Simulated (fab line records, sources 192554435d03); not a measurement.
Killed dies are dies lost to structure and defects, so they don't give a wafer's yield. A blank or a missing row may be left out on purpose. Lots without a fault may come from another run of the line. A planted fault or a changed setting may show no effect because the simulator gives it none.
Split-lot experiment | flow n5_finfet | 7 lots, 21 wafers read, on a route of 1938 steps

THE SPLIT
At N5_PMOS_HMC_CHANNEL_EPI_HM_DEP_34 (deposits SiO2 from TEOS/O2, target thk 36 nm, time 6.9 s), the setting time_s was moved away from the recipe's 6.9 s on 7 of the 21 wafers read, by -8.8% to +13.0%. The other wafers ran this setting at the recipe's value.

FROM THE SPLIT TO THE READING: what the file shows between them, 9 steps
- N5_PMOS_HMC_CHANNEL_EPI_PEB_07: peb time 60 s (also split here: peb_temp_c)
- N5_PMOS_HMC_CHANNEL_EPI_DEVELOP_08: develop time 30 s
- N5_PMOS_HMC_CHANNEL_EPI_CD_MEAS_09: target cd 237.4 nm
- N5_PMOS_HMC_CHANNEL_EPI_DESCUM_14: chemistry O2, time 7.9 s
- N5_PMOS_HMC_CHANNEL_EPI_ETCH_32: etches BARC in N2/H2, stops on SiO2, target depth 85.8 nm, time 50.3 s
- N5_PMOS_HMC_CHANNEL_EPI_HM_OPEN_15: chemistry CHF3/O2, target SiO2, target depth 40.6 nm, time 20.3 s
- N5_PMOS_HMC_CHANNEL_EPI_STRIP_33: strips in N2/H2
- N5_PMOS_HMC_CHANNEL_EPI_STRIP_17: strips in SPM, time 750 s
- N5_PMOS_HMC_CHANNEL_EPI_ETCH_38: etches SiO2 in CF4, target depth 1.5 nm

THE READING
SiO2_of_PMOS_HMC_CHANNEL_EPI_HM_DEP_34.thk_nm (the simulator's own value, which no gauge read), in nm, at N5_PMOS_HMC_CHANNEL_EPI_FIN_RECESS_16 (chemistry HBr/Cl2, target Si, target depth 54 nm, time 18 s). The file gives no usual value for it. The 14 wafers here that ran the recipe average 30.27 nm, standard deviation 0.4 nm.

wafer  | tool, chamber at the split | time_s as run, s | against the recipe | SiO2_of_PMOS_HMC_CHANNEL_EPI_HM_DEP_34.thk_nm, nm | against lot-mates on the recipe
L080.1 | pecvd-03, 2                | 6.9              | recipe             | 30.06                                             | -
L080.2 | pecvd-03, 0                | 6.9              | recipe             | 30.68                                             | -
L080.5 | pecvd-03, 1                | 6.9              | recipe             | 30.21                                             | -
L081.3 | pecvd-03, 1                | 7.798            | +13.0%             | 33.9                                              | +3.64
L081.4 | pecvd-03, 2                | 6.9              | recipe             | 30.24                                             | -
L081.6 | pecvd-03, 1                | 6.9              | recipe             | 30.27                                             | -
L084.1 | pecvd-03, 0                | 6.9              | recipe             | 29.99                                             | -
L084.4 | pecvd-03, 2                | 6.9              | recipe             | 29.67                                             | -
L084.5 | pecvd-03, 0                | 6.9              | recipe             | 30.44                                             | -
L088.1 | pecvd-03, 0                | 7.629            | +10.6%             | 34.8                                              | +4.88
L088.2 | pecvd-03, 2                | 6.9              | recipe             | 29.92                                             | -
L088.3 | pecvd-03, 0                | 7.629            | +10.6%             | 34.89                                             | +4.97
L091.1 | pecvd-02, 0                | 6.9              | recipe             | 29.7                                              | -
L091.5 | pecvd-02, 0                | 6.292            | -8.8%              | 27.42                                             | -2.28
L091.6 | pecvd-02, 2                | 6.292            | -8.8%              | 26.7                                              | -3.00
L093.1 | pecvd-02, 0                | 6.9              | recipe             | 30.43                                             | -
L093.2 | pecvd-02, 1                | 6.9              | recipe             | 30.27                                             | -
L093.5 | pecvd-02, 2                | 6.9              | recipe             | 30.73                                             | -
L095.3 | pecvd-03, 2                | 6.345            | -8.0%              | 26.91                                             | -4.29
L095.4 | pecvd-03, 0                | 6.9              | recipe             | 31.2                                              | -
L095.6 | pecvd-03, 1                | 6.345            | -8.0%              | 27.14                                             | -4.06

THE FIT
A straight line over all 21 wafers: SiO2_of_PMOS_HMC_CHANNEL_EPI_HM_DEP_34.thk_nm changes by +0.373 nm for each +1% of time_s; r = +0.97; the points scatter about the line by 0.51 nm.
The same after taking each lot's own level away (the mean of its wafers on the recipe; 21 wafers): +0.392 nm for each +1%; r = +0.97; scatter 0.64 nm.
On that fit, the largest move of time_s shifts the reading by 5.1 nm.
The lots' own levels span 29.700 to 31.200 nm, that is 3.8 times the standard deviation above.
So the lot-to-lot level changes the slope little: the two slopes agree.
Check: with one of the wafers moved furthest among these (+13.0%) left out of the fit, the line predicts +5.69 nm for it against its lot-mates. It came out at +3.64 nm against them.

OTHER SPLITS ON THESE WAFERS
These wafers also went through other splits before the reading. Each is held against what the fit with the lots' levels taken away leaves over:
other split on the same wafers            | wafers away from the commonest value | r with SiO2_of_PMOS_HMC_CHANNEL_EPI_HM_DEP_34.thk_nm (lot level and that fit taken away)
N5_WELL_APT_COAT_02 spin_rpm              | 9                                    | -0.35
N5_WELL_APT_EXPOSE_05 dose_mj             | 9                                    | +0.19
N5_PMOS_HMC_CHANNEL_EPI_PEB_07 peb_temp_c | 5                                    | -0.17

THE WHOLE CHAIN: every reading that the file lists as answering this split, in the file's order
step                                  | what it does                                                | reading                                                                                        | change (the file's fit)               | r (the file's)
N5_PMOS_HMC_CHANNEL_EPI_HM_DEP_34     | deposits SiO2 from TEOS/O2, target thk 36 nm, time 6.9 s    | SiO2_of_PMOS_HMC_CHANNEL_EPI_HM_DEP_34.thk_nm (the simulator's own value, which no gauge read) | +0.36 nm for each +1% of the setting  | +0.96
N5_PMOS_HMC_CHANNEL_EPI_FIN_RECESS_16 | chemistry HBr/Cl2, target Si, target depth 54 nm, time 18 s | SiO2_of_PMOS_HMC_CHANNEL_EPI_HM_DEP_34.thk_nm (the simulator's own value, which no gauge read) | +0.369 nm for each +1% of the setting | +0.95

THE FILE'S OWN FIT
SiO2_of_PMOS_HMC_CHANNEL_EPI_HM_DEP_34.thk_nm changes by +0.369 nm for each +1% of time_s, r = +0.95.
